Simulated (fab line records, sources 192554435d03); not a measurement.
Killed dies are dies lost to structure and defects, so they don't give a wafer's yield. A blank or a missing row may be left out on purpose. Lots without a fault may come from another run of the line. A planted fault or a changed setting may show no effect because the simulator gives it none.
Chamber matching | flow n5_finfet | N5_BEOL_M5_ETCH_68 on rie_diel-02: 4 sister chambers
The step etches SOC in N2/H2, target depth 80 nm, overetch 16 nm, time 120 s. 14 wafers are shown with their chamber, then 7 later ones without.

WAFERS WITH THEIR CHAMBER
wafer  | chamber | drypump_motor_current_A (A) | showerhead_plenum_p_Torr (Torr) | oes_product_au (a.u.)
L074.4 | 3       | 5.6                         | 2.63                            | 0.53
L074.5 | 2       | 6.0                         | 2.49                            | 0.74
L074.6 | 0       | 5.9                         | 2.51                            | 0.55
L077.1 | 1       | 6.1                         | 2.49                            | 0.73
L077.2 | 2       | 6.0                         | 2.49                            | 0.71
L077.5 | 1       | 6.1                         | 2.49                            | 0.74
L086.1 | 1       | 6.0                         | 2.48                            | 0.72
L086.2 | 2       | 6.0                         | 2.48                            | 0.70
L086.6 | 2       | 6.0                         | 2.48                            | 0.70
L089.1 | 3       | 5.6                         | 2.62                            | 0.52
L089.3 | 1       | 6.0                         | 2.48                            | 0.70
L089.6 | 0       | 5.9                         | 2.50                            | 0.53
L091.1 | 1       | 6.1                         | 2.48                            | 0.69
L091.2 | 3       | 5.6                         | 2.62                            | 0.52

SIGNATURES (means of the wafers above)
reading                  | chamber 0 | chamber 1 | chamber 2 | chamber 3 | scatter within a chamber
drypump_motor_current_A  | 5.900     | 6.060     | 6.000     | 5.600     | 0.0346
showerhead_plenum_p_Torr | 2.5050    | 2.4840    | 2.4850    | 2.6233    | 0.0058
oes_product_au           | 0.5400    | 0.7160    | 0.7125    | 0.5233    | 0.0175
Rule: a wafer's distance from a chamber is the root of the sum, over the readings, of the square of ((its reading less the chamber's mean) divided by the reading's scatter). The wafer belongs to the nearest chamber; if the next one is less than 2 further off, it can't be placed. The scatter: the root of (the sum of the squares of (reading less its chamber's mean) over the shown wafers, divided by (wafers less chambers)).

WAFERS WITHOUT THEIR CHAMBER
wafer  | drypump_motor_current_A (A) | showerhead_plenum_p_Torr (Torr) | oes_product_au (a.u.)
L091.6 | 6.0                         | 2.48                            | 0.68
L095.1 | 6.0                         | 2.47                            | 0.67
L095.4 | 6.0                         | 2.47                            | 0.67
L095.5 | 6.0                         | 2.47                            | 0.67
L096.3 | 6.0                         | 2.47                            | 0.67
L096.4 | 6.0                         | 2.47                            | 0.67
L096.6 | 6.0                         | 2.47                            | 0.66

WHICH CHAMBER EACH WENT THROUGH
wafer  | from the rows above     | in truth
L091.6 | can't be placed: 2 or 1 | 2
L095.1 | can't be placed: 2 or 1 | 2
L095.4 | can't be placed: 2 or 1 | 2
L095.5 | can't be placed: 2 or 1 | 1
L096.3 | can't be placed: 2 or 1 | 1
L096.4 | can't be placed: 2 or 1 | 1
L096.6 | can't be placed: 2 or 1 | 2
Placed correctly: 0 of 7. Can't be placed from these rows: 7 (the true chamber is among the candidates in 7). Placed wrongly: 0.
